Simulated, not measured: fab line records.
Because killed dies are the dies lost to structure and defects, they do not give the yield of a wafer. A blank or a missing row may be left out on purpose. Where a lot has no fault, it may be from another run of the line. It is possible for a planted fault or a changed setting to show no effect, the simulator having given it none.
Matching of chambers :: flow n5Finfet :: N5_BEOL_M0_ETCH_138 on rieDiel-01: 4 sister chambers
The step etches SiCN in CH3F/O2, target depth 12 nm, time 31.6 s. 4 wafers are shown with their chamber, then 9 later ones without.

WAFERS PAIRED WITH THEIR CHAMBERS
wafer: L081.2
chamber: 3
throttleValvePct (%): 16.35

wafer: L085.2
chamber: 2
throttleValvePct (%): 16.63

wafer: L085.3
chamber: 0
throttleValvePct (%): 16.15

wafer: L085.6
chamber: 1
throttleValvePct (%): 16.25

WAFERS WITH NO CHAMBER GIVEN
wafer: L087.1
throttleValvePct (%): 16.39

wafer: L087.3
throttleValvePct (%): 16.26

wafer: L087.6
throttleValvePct (%): 16.63

wafer: L090.1
throttleValvePct (%): 16.63

wafer: L090.4
throttleValvePct (%): 16.17

wafer: L090.5
throttleValvePct (%): 16.40

wafer: L092.3
throttleValvePct (%): 16.41

wafer: L092.4
throttleValvePct (%): 16.17

wafer: L092.6
throttleValvePct (%): 16.15

CHAMBER TAKEN BY EACH
wafer: L087.1
from the rows above: 3
in truth: 3

wafer: L087.3
from the rows above: 1
in truth: 1

wafer: L087.6
from the rows above: 2
in truth: 2

wafer: L090.1
from the rows above: 2
in truth: 2

wafer: L090.4
from the rows above: can't be placed: 0 or 1
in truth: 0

wafer: L090.5
from the rows above: 3
in truth: 3

wafer: L092.3
from the rows above: 3
in truth: 3

wafer: L092.4
from the rows above: can't be placed: 0 or 1
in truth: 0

wafer: L092.6
from the rows above: 0
in truth: 0
Correctly placed: 7 of 9. From these rows, 2 cannot be placed; in 2 the true chamber is one of the candidates. 0 placed wrongly.
How it was worked out, from the rows above alone: a wafer's distance from a chamber is the root of the sum, over the readings, of the square of ((its reading less the chamber's mean) divided by the reading's scatter). The wafer belongs to the nearest chamber; if the next one is less than 2 further off, it can't be placed. For every chamber, the mean is computed from those of its wafers that are shown. The scatter (one wafer shown for each chamber): square how far every hidden wafer sits from the nearest shown wafer, average those squares and take the square root.
